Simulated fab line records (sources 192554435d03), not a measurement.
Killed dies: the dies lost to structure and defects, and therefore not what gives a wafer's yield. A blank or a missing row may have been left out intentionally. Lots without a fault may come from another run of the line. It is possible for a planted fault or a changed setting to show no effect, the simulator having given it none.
A lot that was struck, set against a sound lot    flow n5_finfet    39 out of 1938 route steps
Sound: these wafers, L948.1, L948.4, L948.6. Wafers L950.1, L950.2, L950.4 were the ones struck. Last of all comes the cause.
For every step that has rows: the tool of each side, followed by ch and its chambers, followed by its first start. Under that, the readings that differ: sound wafers    struck wafers    difference of the means    sigmas: that difference in standard deviations of wafers without a fault.
alike: same words and numbers on both sides, and readings whose means sit less than 2 such deviations apart. not compared: any withheld reading, any reading some wafer has no value for, any bound like >300 that may hide the same value, and any number with overlapping values for which the record gives no deviation.
The two part at a step that has a row with sigmas, a row that says differs or no value, or rows on one side only. Non-overlapping numbers with no deviation appear without sigmas and do not part them. A reading missing from all wafers of one side parts the sides only when that side holds two or more wafers.

first, 9 steps without rows for these wafers: N5_FIN_SAQP_PEB_14 (peb time 60 s); N5_FIN_SAQP_DEVELOP_15 (develop time 30 s); N5_FIN_SAQP_DESCUM_21 (chemistry O2, time 7.9 s); N5_FIN_SAQP_ETCH_51 (etches SiARC in CF4, target depth 45.5 nm, time 75.8 s); N5_FIN_SAQP_ETCH_52 (etches SOC in N2/H2, target depth 100 nm, overetch 20 nm, time 150 s); N5_FIN_SAQP_STRIP_53 (strips in N2/H2); N5_FIN_SAQP_HM_OPEN_73 (chemistry CHF3/O2, target SiO2, stops on a-Si, target depth 12 nm, time 16.8 s); N5_FIN_SAQP_STRIP_74 (strips in CHF3/O2); N5_FIN_SAQP_MANDREL_ETCH_22 (etches a-Si in HBr/Cl2, stops on SiNx, target depth 60 nm, bt time 10 s, time 30 s).
N5_FIN_SAQP_STRIP_55: strips in N2/H2.
  sound on rie_diel-04 ch 0,1,2, day 3 11:32; struck on rie_diel-04 ch 0,2,3, day 3 23:29
  alike: bias_power_w, drypump_motor_current_A, oes_product_au, rf_vpp_V, showerhead_plenum_p_Torr, throttle_valve_pct
  not compared: rf_hours_counter_h
then, 25 steps without rows for these wafers: N5_FIN_SAQP_STRIP_23 (strips in SPM, time 750 s); N5_FIN_SAQP_SRD_66 (time 30 s); N5_FIN_SAQP_RECESS_75 (chemistry HF/NH3, target SiO2, target depth 14.4 nm, afs cycles 3, sublimation time 60 s); N5_FIN_SAQP_SPACER1_ALD_24 (deposits SiO2, target thk 20.3 nm, pulse time 1 s, purge time 2 s); N5_FIN_SAQP_SPACER1_ETCHBACK_25 (etches SiO2 in CHF3/O2, target depth 24.4 nm, time 12.2 s); N5_FIN_SAQP_MANDREL1_REMOVE_56 (chemistry HBr/Cl2/O2, target a-Si, stops on SiNx, bt time 10 s); N5_FIN_SAQP_ETCH_57 (etches SiNx in CH3F/O2, target depth 32.5 nm, time 46.4 s); N5_FIN_SAQP_ETCH_65 (etches SiO2 in CF4, target depth 4 nm, time 4.4 s); N5_FIN_SAQP_MANDREL_ETCH_58 (etches a-Si in HBr/Cl2, stops on SiNx, target depth 45 nm, bt time 10 s, time 27 s); N5_FIN_SAQP_RECESS_63 (chemistry HF/NH3, target SiO2, target depth 18 nm, afs cycles 3, sublimation time 60 s); N5_FIN_SAQP_COAT_68 (time 60 s, resist thk 100 nm); N5_FIN_SAQP_ETCH_69 (etches SOC in N2/H2, stops on SiNx, target depth 150 nm); N5_FIN_SAQP_ETCH_67 (etches SiNx in CH3F/O2, target depth 30 nm); N5_FIN_SAQP_STRIP_70 (strips in N2/H2); N5_FIN_SAQP_RECESS_71 (chemistry HF/NH3, target SiO2, target depth 3 nm, afs cycles 1, sublimation time 60 s); N5_FIN_SAQP_SPACER2_ALD_28 (deposits SiO2, target thk 8.1 nm, pulse time 1 s, purge time 2 s); N5_FIN_SAQP_SPACER2_ETCHBACK_29 (etches SiO2 in CHF3/O2, target depth 12.2 nm, time 6.1 s); N5_FIN_SAQP_MANDREL2_REMOVE_60 (chemistry HBr/Cl2/O2, target a-Si, stops on SiNx, bt time 10 s); N5_FIN_SAQP_HM_OPEN_33 (chemistry CH3F/O2, target SiNx, target depth 49.4 nm, time 70.6 s); N5_FIN_SAQP_ETCH_34 (etches SiO2 in C4F6/O2, target depth 45 nm, time 15 s); N5_FIN_SAQP_STRIP_77 (strips in N2/H2, time 90 s); N5_FIN_SAQP_ETCH_64 (etches SiO2 in CF4, target depth 1.5 nm); N5_FIN_SAQP_FIN_ETCH_36 (etches the open film in HBr/Cl2/O2, target depth 120 nm, time 50.4 s); N5_FIN_SAQP_PRECLEAN_38 (cleans in O3/DIW, time 45 s); N5_FIN_SAQP_PRECLEAN_45 (cleans in dHF, time 10 s).
N5_FIN_SAQP_INSPECT_40: inspects for defects (brightfield).
  struck on defect_inspect-02, day 4 03:16; sound on defect_inspect-02, day 3 15:51
reading           sound        struck       difference  sigmas
raw_defect_count  158 171 185  855 747 698  +595        +9
N5_FIN_CUT_INSPECT_10: inspects for defects (brightfield).
  struck on defect_inspect-01, day 4 03:47; sound on defect_inspect-01, day 3 16:14
reading           sound     struck       difference  sigmas
raw_defect_count  36 33 32  512 504 494  +470        +39
-- the record jumps here: 6 days lie between the struck wafers' starts before and after (it left off in module FIN_CUT and takes up again in module BEOL_M4, whose first step shown is number 1111 of the route) --
N5_BEOL_M4_RC_MEAS_101:
  sound on prober-01 ch 0, day 9 22:18; struck on prober-02 ch 0, day 9 22:53
reading    sound           struck          difference  sigmas
VT_P (mV)  -246 -247 -245  -253 -256 -252  -8          -2
  alike: DIBL_N, DIBL_P, IOFF_N, IOFF_P, ION_N, ION_P, SS_N, SS_P, VT_N
-- here the record skips 4 days between the struck wafers' starts before and after, leaving off in module BEOL_M4 and picking up in module PASSIVATION (first step shown: number 1936 of the route) --
N5_PASSIVATION_PROBE_49:
  struck on prober-01, day 14 10:23; sound on prober-02, day 14 17:26
reading                   sound           struck          difference  sigmas
defect_limited_yield (%)  90.4 88.9 90.3  82.9 83.2 87.8  -5.2        -4
killed_at_front_end       52 49 39        134 143 79      +72         +7
killed_dies               113 131 115     202 198 144     +62         +4
killed_on_rim             19 16 14        22 30 28        +10         +3
sort_bin_5_function (%)   5.8 6.4 5.9     11.0 10.5 7.1   +3.5        +4
sort_n_pass               1067 1049 1065  978 982 1036    -62         -4
sort_yield_pct (%)        90.4 88.9 90.3  82.9 83.2 87.8  -5.2        -4
  alike: killed_at_M0_to_M3, killed_at_M4_up, killed_at_contacts, killed_at_other, killed_open, killed_short, sort_bin_6_memory

## WHERE THEY PART
Earliest at N5_FIN_SAQP_INSPECT_40; latest, in this record, at N5_PASSIVATION_PROBE_49.

WHY: the cause the simulator had injected
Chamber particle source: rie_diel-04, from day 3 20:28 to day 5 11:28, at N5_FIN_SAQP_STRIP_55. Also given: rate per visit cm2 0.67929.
